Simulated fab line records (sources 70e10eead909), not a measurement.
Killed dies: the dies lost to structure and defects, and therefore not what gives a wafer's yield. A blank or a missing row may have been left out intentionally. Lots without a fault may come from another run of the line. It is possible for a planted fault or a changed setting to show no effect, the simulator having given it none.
fab line records	flow nand-harc
record lots=5	wafers=15	last-day=25
route steps=1159 shown A_M0@1007 END@1159
lots with no fault: from the same line, run without faults
start-h: the number of hours between the record's first day and the start of the first shown wafer of the lot	wait-h: hours from the lot's prior step to this one	" same as the row above	L1.1+2: a row that stands for several wafers	- value missing, or start not given	* or withheld: withheld	< > ~ a bound
route shown NAME@n: NAME is a module with steps in the file, n the number in the route of the first one	usual: mean/standard deviation of fault-free wafers	same: alike in all rows	chamber/n: place in a boat	sites: readings site by site	_std_site: the standard deviation of these	_edge_site: inner sites' mean taken away from outer sites' mean	radius-mm: how far each site lies from the wafer's centre	mask NAME#n: copy n	behind: the tool/chamber that last shaped the wafer	hold: reason for holding the lot/hours on hold/outcome of the hold	device: names the non-switching transistor (n, p or np)	end of line: the tests these same wafers got at the end of their route	step lacking rows: just its recipe	killed: dies lost to structure and defects at the first sort, not the wafer's yield	map: per-die view of a wafer (x killed, . not killed, _ where there is no die)
set.NAME: the run value of the setting; set.NAME@STEP: its run value at that earlier step	model.NAME: the simulator's own value behind a step, which no gauge read
certain route steps with their lots: each step a table, each wafer a row
services: when a tool's chamber went out of use (start-h, in hours from the record's first day, below 0 if earlier), for how many hours, and the reason
## steps
# step NHARC_A_M0_DESCUM_14
# recipe time-s=3	o2-flow-sccm=200	ar-flow-sccm=0	bias-power-w=0	chemistry=O2
# usual drypump-motor-current-A=5.72/0.27	oes-product-au=0.993/0.011	rf-vpp-V=57.8/1	showerhead-plenum-p-Torr=1.89/0.095	throttle-valve-pct=11.311/0.0098
# same time-s=3
lot.wafer	tool	chamber	start-h	wait-h	drypump-motor-current-A	oes-product-au	rf-hours-counter-h	rf-vpp-V	showerhead-plenum-p-Torr	throttle-valve-pct
L946.3	rie-diel-11	1	415.89	0.1	5.65	1.002	2.9	59.0	2.05	11.309
L946.4	"	3	"	"	5.77	1.007	3.1	57.3	1.83	11.304
L946.6	"	1	"	"	5.65	0.994	-	57.9	2.05	11.304
L947.4	rie-diel-11	2	453.46	0.1	6.06	0.993	5.6	56.6	1.78	11.316
L947.5	"	2	"	"	6.04	0.995	-	58.2	1.78	11.308
L947.6	"	3	"	"	5.76	0.992	-	57.7	1.83	11.317
L954.3	rie-diel-11	0	464.64	0.1	5.63	0.980	4.5	57.1	1.96	11.299
L954.2	"	3	"	"	5.78	0.994	6.5	57.3	1.83	11.304
L954.5	"	0	"	"	5.62	0.992	-	59.5	1.96	11.316
L961.4	rie-diel-06	3	509.58	0.1	5.17	1.004	5.5	56.8	1.96	11.295
L961.1	"	0	"	"	4.99	1.015	5.5	57.3	1.94	11.310
L961.6	"	2	"	"	6.07	0.987	-	57.2	1.83	11.298
L963.4	rie-diel-06	0	549.37	0.1	5.00	1.003	8.2	56.3	1.94	11.317
L963.1	"	2	"	"	6.09	0.972	7.8	57.2	1.83	11.319
L963.2	"	3	"	"	5.15	1.014	8.0	58.2	1.96	11.297
# step NHARC_A_M0_ETCH_34
# recipe target-depth-a=400	overetch-a=120	time-s=43.94	ion-energy-ev=200	n2-flow-sccm=150	h2-flow-sccm=150	ar-flow-sccm=0	rf-w=400	bias-w=150	chemistry=N2/H2
# usual drypump-motor-current-A=5.72/0.26	oes-product-au=0.992/0.011	rf-fwd-power-W=395.2/1.4	rf-vpp-V=430.0/3	showerhead-plenum-p-Torr=2.02/0.11	throttle-valve-pct=14.171/0.0093
# same time-s=43.94
lot.wafer	tool	chamber	start-h	wait-h	drypump-motor-current-A	oes-product-au	rf-fwd-power-W	rf-hours-counter-h	rf-vpp-V	showerhead-plenum-p-Torr	throttle-valve-pct
L946.3	rie-diel-11	1	415.97	0.1	5.63	0.981	394.0	2.9	434.2	2.19	14.173
L946.4	"	0	"	"	5.66	0.995	394.6	2.4	432.6	2.09	14.161
L946.6	"	1	"	"	5.63	0.980	393.6	-	434.0	2.19	14.173
L947.4	rie-diel-11	0	453.55	0.1	5.62	0.992	393.3	3.8	432.3	2.09	14.168
L947.6	"	3	"	"	5.76	0.989	394.0	-	428.3	1.95	14.176
L947.5	"	0	"	"	5.64	0.996	394.9	-	431.8	2.09	14.174
L954.2	rie-diel-11	1	464.73	0.1	5.61	0.992	396.7	6.8	434.4	2.19	14.175
L954.3	"	3	"	"	5.77	0.985	394.4	6.5	427.2	1.94	14.170
L954.5	"	1	"	"	5.60	0.979	396.5	-	434.8	2.19	14.168
L961.4	rie-diel-06	3	509.66	0.1	5.16	1.016	394.3	5.5	431.8	2.09	14.148
L961.1	"	0	"	"	5.00	1.006	394.3	5.5	432.0	2.07	14.177
L961.6	"	2	"	"	6.08	0.979	393.2	-	427.7	1.94	14.187
L963.4	rie-diel-06	1	549.45	0.1	5.73	0.997	394.9	8.0	427.2	1.92	14.160
L963.2	"	2	"	"	6.08	0.981	394.6	7.8	428.3	1.94	14.167
L963.1	"	0	"	"	5.02	0.993	397.5	8.2	431.1	2.07	14.194
# step NHARC_A_M0_ETCH_15
# recipe target-depth-a=1500	overetch-a=150	time-s=82.5	c4f8-flow-sccm=withheld	ar-flow-sccm=400	rf-w=600	bias-w=300	chemistry=C4F8/Ar
# step NHARC_A_M0_CD_MEAS_16
# usual cd-nm=79.7/1
lot.wafer	tool	chamber	start-h	wait-h	cd-nm
L946.3	cd-sem-02	-	416.19	-	79.3
L946.4	"	-	"	"	81.2
L946.6	"	-	"	"	79.9
L947.4	cd-sem-02	-	453.77	-	78.5
L947.5	"	-	"	"	77.7
L947.6	"	-	"	"	79.1
L954.2	cd-sem-01	-	464.94	-	79.9
L954.3	"	-	"	"	78.7
L954.5	"	-	"	"	78.9
L961.1	cd-sem-02	-	509.86	-	79.1
L961.4	"	-	"	"	79.4
L961.6	"	-	"	"	81.2
L963.1	cd-sem-02	-	550.11	-	79.5
L963.2	"	-	"	"	78.7
L963.4	"	-	"	"	79.9
# step NHARC_A_M0_STRIP_18
# recipe power-w=1000	n2-flow-sccm=150	h2-flow-sccm=150	ar-flow-sccm=0	bias-w=0	chemistry=N2/H2
# step NHARC_A_M0_STRIP_19
# recipe time-s=600	temp-c=30	chemistry=post-etch-residue-remover
# step NHARC_A_M0_DEGAS_28
# recipe temp-c=250	time-s=60
# usual heater-power-w=347/22	susceptor-temp-C=249.98/0.17
# same time-s=60
lot.wafer	tool	chamber	start-h	wait-h	heater-power-w	susceptor-temp-C
L946.3	pvd-sputter-01	-	416.81	-	352	249.90
L946.4	"	-	"	"	349	250.00
L946.6	"	-	"	"	356	250.24
L947.4	pvd-sputter-01	-	454.43	-	346	250.09
L947.5	"	-	"	"	343	250.24
L947.6	"	-	"	"	353	250.23
L954.3	pvd-sputter-01	-	465.56	-	343	249.82
L954.2	"	-	"	"	343	249.74
L954.5	"	-	"	"	340	250.19
L961.4	pvd-sputter-03	-	510.48	-	346	-
L961.1	"	-	"	"	361	-
L961.6	"	-	"	"	369	-
L963.4	pvd-sputter-01	-	550.73	-	353	249.72
L963.1	"	-	"	"	368	250.12
L963.2	"	-	"	"	349	250.02
# step NHARC_A_M0_PRE_CLEAN_29
# recipe time-s=30	temp-c=280	gas=H2/He
# step NHARC_A_M0_PVD_20
# recipe target-thk-a=50	bias-v=168.6	power-w=15000	chamber-pressure-pa=0.12	time-s=8.06	substrate-temp-c=50	material=TaN
# step NHARC_A_M0_PVD_21
# recipe target-thk-a=300	chamber-pressure-pa=5	power-w=5000	substrate-temp-c=30	time-s=20.49	material=Cu
# usual throttle-valve-pct=30.1/0.7
# same time-s=20.49
lot.wafer	tool	chamber	start-h	wait-h	throttle-valve-pct
L946.4	pvd-sputter-01	-	-	-	30.1
L946.3	"	-	"	"	30.4
L946.6	"	-	"	"	30.1
L947.4	pvd-sputter-01	-	-	-	30.2
L947.5	"	-	"	"	30.2
L947.6	"	-	"	"	31.5
L954.2	pvd-sputter-01	-	-	-	31.2
L954.3	"	-	"	"	29.8
L954.5	"	-	"	"	30.4
L961.4	pvd-sputter-03	-	-	-	30.3
L961.1	"	-	"	"	30.0
L961.6	"	-	"	"	30.4
L963.2	pvd-sputter-01	-	-	-	29.8
L963.4	"	-	"	"	30.3
L963.1	"	-	"	"	30.6
# step NHARC_A_M0_ECD_22
# recipe target-thk-a=4000	bath-temp-c=25	material=Cu
# step NHARC_A_M0_ANNEAL_30
# recipe temp-c=225	time-s=90
# usual anneal-temp-c-max=226.2/0.55	wafer_temp_C_max=226.0/0.34
# same time-s=90
lot.wafer	tool	chamber	start-h	wait-h	anneal-temp-c-max	wafer_temp_C_max
L946.3	rtp-anneal-01	0	417.75	0.4	226.5	225.8
L946.4	"	0	"	"	227.1	226.1
L946.6	"	0	"	"	226.4	226.6
L947.4	rtp-anneal-01	0	455.73	0.3	226.8	226.0
L947.5	"	0	"	"	226.7	226.1
L947.6	"	0	"	"	226.7	226.1
L954.2	rtp-anneal-02	0	466.38	0.4	226.2	225.5
L954.3	"	0	"	"	225.6	225.9
L954.5	"	0	"	"	225.5	225.7
L961.1	rtp-anneal-01	0	511.37	0.4	226.9	226.0
L961.4	"	0	"	"	226.4	226.0
L961.6	"	0	"	"	226.6	226.3
L963.1	rtp-anneal-02	0	551.46	-	226.1	225.9
L963.2	"	0	"	"	226.0	225.5
L963.4	"	0	"	"	226.0	225.3
# step NHARC_A_M0_CMP_23
# recipe t-overpolish-s=20	target-thk-nm=113.75
# usual motor-current-A=12.6/1.4	time-to-endpoint-s=27.9/2.9
lot.wafer	tool	chamber	start-h	wait-h	motor-current-A	time-to-endpoint-s
L946.3	cmp-01	1	417.99	-	14.5	27.9
L946.4	"	2	"	"	12.0	32.1
L946.6	"	1	"	"	15.2	29.5
L947.4	cmp-03	1	456.00	-	13.5	24.2
L947.6	"	2	"	"	10.5	31.5
L947.5	"	3	"	"	10.5	27.3
L954.2	cmp-01	3	466.74	-	14.1	27.7
L954.3	"	0	"	"	12.5	23.9
L954.5	"	1	"	"	13.8	12.1
L961.1	cmp-02	0	511.78	-	12.9	30.4
L961.4	"	1	"	"	12.5	24.9
L961.6	"	2	"	"	12.0	31.8
L963.2	cmp-02	0	551.86	-	12.0	28.0
L963.4	"	1	"	"	11.4	23.6
L963.1	"	2	"	"	12.5	28.5
# step NHARC_A_M0_THK_MEAS_24
# recipe thk-meas-gauge=xrf
# usual thk-nm=113.7/1.6
lot.wafer	tool	chamber	start-h	wait-h	thk-nm
L946.3	film-metro-01	-	418.31	-	115.5
L946.4	"	-	"	"	116.6
L946.6	"	-	"	"	112.8
L947.4	film-metro-01	-	456.23	-	112.8
L947.5	"	-	"	"	113.1
L947.6	"	-	"	"	116.4
L954.2	film-metro-01	-	467.00	-	113.7
L954.3	"	-	"	"	113.3
L954.5	"	-	"	"	104.3
L961.1	film-metro-02	-	512.04	-	115.5
L961.4	"	-	"	"	109.9
L961.6	"	-	"	"	114.3
L963.1	film-metro-01	-	552.15	-	111.5
L963.2	"	-	"	"	114.0
L963.4	"	-	"	"	109.7
# step NHARC_A_M0_SRD_25
# step NHARC_END_SORT_01
# recipe temp-c=25
# usual defect-limited-yield=95.3/1.6	killed-at-array=27/11	killed-at-other=0.7/1.1	killed-at-periphery=3.6/2.4	killed-dies=32/11	killed-open=3.3/1.8	killed-short=2.1/1.5	sort_bin_2_pct=1.4/0.64	sort_bin_3_pct=0.29/0.22	sort_bin_4_pct=3.0/1.1	sort-n-pass=645/11	sort-rim-yield-pct=95/3.5	sort-yield-pct=95.3/1.6
# same gross-dies=677	sort_bin_5_pct[%]=0	sort_bin_6_pct[%]=0	sort_bin_7_pct[%]=0	sort_bin_8_pct[%]=0	sort-rim-n-gross=106.00
lot.wafer	tool	chamber	start-h	wait-h	defect-limited-yield[%]	killed-at-array	killed-at-other	killed-at-periphery	killed-dies	killed-open	killed-short	sort_bin_2_pct[%]	sort_bin_3_pct[%]	sort_bin_4_pct[%]	sort-n-pass	sort-rim-yield-pct[%]	sort-yield-pct[%]
L947.4	prober-02	0	512.34	3.4	96.6	22	0	1	23	5	0	1.2	0.44	1.8	654	93	96.6
L947.5	prober-02	0	513.14	3.7	94.7	33	0	3	36	4	3	2.1	0.15	3.1	641	98	94.7
L947.6	prober-02	0	513.95	4.0	96.3	20	2	3	25	6	0	1.2	0	2.5	652	92	96.3
L954.2	prober-01	0	518.56	2.8	96.5	18	1	5	24	4	6	0.7	0.15	2.7	653	96	96.5
L954.3	prober-01	0	519.37	3.1	94.8	33	0	2	35	5	3	1.6	0.30	3.2	642	93	94.8
L954.5	prober-01	0	520.97	3.7	96.2	24	0	2	26	4	0	0.9	0.15	2.8	651	95	96.2
L961.1	prober-02	0	552.24	2.5	96.2	25	0	1	26	1	0	1.2	0.15	2.5	651	96	96.2
L961.4	prober-02	0	554.64	3.4	96.2	23	0	3	26	3	1	0.9	0.44	2.5	651	94	96.2
L961.6	prober-02	0	556.24	4.0	94.8	31	0	4	35	4	1	2.2	0.59	2.4	642	100	94.8
# killed by level:class
L947.4 A_CHANNEL_HOLE_D1:chamber-film-flake=10 A_CONTACT:chamber-film-flake=5 A_CONTACT:geometric-particle:open=3 A_STAIRCASE:chamber-film-flake=3 P_BONDPAD:geometric-particle:open=1 A_CHANNEL_FILL_D1:geometric-particle:open=1
L947.5 A_CHANNEL_HOLE_D1:chamber-film-flake=20 A_STAIRCASE:chamber-film-flake=4 A_CONTACT:geometric-particle:open=3 A_CONTACT:chamber-film-flake=3 P_M0:geometric-particle:short=1 P_M0:geometric-particle:open=1 A_SOURCE_PLATE:geometric-particle:short=1 A_WL_FILL:geometric-particle:short=1
L947.6 A_CHANNEL_HOLE_D1:chamber-film-flake=12 A_STAIRCASE:chamber-film-flake=2 A_CONTACT:chamber-film-flake=2 THIN_TSV:chamber-film-flake=2 P_CONTACT:geometric-particle:open=1 P_M0:geometric-particle:open=1 A_ONON_D1:geometric-particle:open=1 A_CHANNEL_FILL_D1:geometric-particle:open=1
L954.2 A_CONTACT:chamber-film-flake=5 A_CHANNEL_HOLE_D1:chamber-film-flake=4 A_WL_FILL:chamber-film-flake=3 P_CONTACT:geometric-particle:short=1 P_CONTACT:geometric-particle:open=1 P_M1:geometric-particle:short=1 P_M2:geometric-particle:short=1 A_CHANNEL_FILL_D1:geometric-particle:short=1
L954.3 A_CHANNEL_HOLE_D1:chamber-film-flake=17 A_CONTACT:chamber-film-flake=4 A_CHANNEL_FILL_D1:geometric-particle:open=3 A_WL_FILL:chamber-film-flake=3 A_STAIRCASE:chamber-film-flake=2 P_CONTACT:geometric-particle:open=1 A_CHANNEL_FILL_D1:geometric-particle:short=1 A_WL_FILL:geometric-particle:short=1
L954.5 A_CHANNEL_HOLE_D1:chamber-film-flake=14 A_CONTACT:chamber-film-flake=5 A_STAIRCASE:chamber-film-flake=2 P_GATE:geometric-particle:open=1 P_CONTACT:geometric-particle:open=1 A_ONON_D1:geometric-particle:open=1 A_CONTACT:geometric-particle:open=1 A_SLIT:chamber-film-flake=1
L961.1 A_SLIT:chamber-film-flake=9 A_CHANNEL_HOLE_D1:chamber-film-flake=7 A_STAIRCASE:chamber-film-flake=4 A_CONTACT:chamber-film-flake=2 A_M0:geometric-particle:open=1 P_STI:chamber-film-flake=1 A_ZERO_WELL:chamber-film-flake=1 A_BONDPAD:chamber-film-flake=1
L961.4 A_SLIT:chamber-film-flake=12 A_CHANNEL_HOLE_D1:chamber-film-flake=3 A_CONTACT:geometric-particle:open=2 A_BONDPAD:chamber-film-flake=2 P_CONTACT:geometric-particle:short=1 A_CHANNEL_FILL_D1:geometric-particle:open=1 P_STI:chamber-film-flake=1 P_GATE:chamber-film-flake=1
L961.6 A_SLIT:chamber-film-flake=18 A_CONTACT:chamber-film-flake=4 A_CHANNEL_HOLE_D1:chamber-film-flake=3 A_BONDPAD:chamber-film-flake=2 P_STI:geometric-particle:short=1 P_CONTACT:geometric-particle:open=1 P_M0:geometric-particle:open=1 A_CHANNEL_HOLE_D1:geometric-particle:open=1
## services
tool	chamber	start-h	hours	kind
rie-diel-11	0	400.00	-	clean
rie-diel-11	1	400.00	-	clean
rie-diel-06	-	418.20	9.0	pm
cmp-03	-	421.20	0.4	repair
cmp-02	-	424.41	4.0	pm
rie-diel-11	0	426.00	19.1	repair
cmp-02	-	429.89	0.8	repair
cmp-03	-	444.97	3.8	repair
rie-diel-06	-	445.41	0.3	repair
cmp-03	-	450.02	4.0	pm
cmp-02	-	455.94	0.7	repair
cmp-02	-	470.17	5.5	repair
cmp-01	-	473.93	4.0	pm
cmp-02	-	480.76	0.5	repair
cmp-01	-	491.21	1.1	repair
pvd-sputter-03	-	498.34	10.0	pm
cmp-01	-	504.71	1.7	repair
pvd-sputter-01	-	514.00	10.0	pm
cmp-02	-	522.41	4.0	pm
rie-diel-11	0	533.59	15.8	repair
rie-diel-11	-	543.50	9.0	pm
cmp-03	-	546.42	0.2	repair
cmp-03	-	548.02	4.0	pm
cmp-01	-	548.12	3.0	repair
## key
first-sign step=NHARC_A_M0_CMP_23	reading=time-to-endpoint-s	direction=down	sigmas=5.4	usual=*	struck=*
effect step=NHARC_A_M0_THK_MEAS_24	reading=thk-nm	direction=down	sigmas=5.7	usual=113.7	struck=104.3
met-at NHARC_A_M0_CMP_23
struck-wafers L954.5
onset-between 417.99 466.74
fault kind=process-parameter-drift	tool=cmp-01	chamber=1	onset-h=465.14	steps=NHARC_A_M0_CMP_23	channel=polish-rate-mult	offset=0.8	shape=step	end-h=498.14
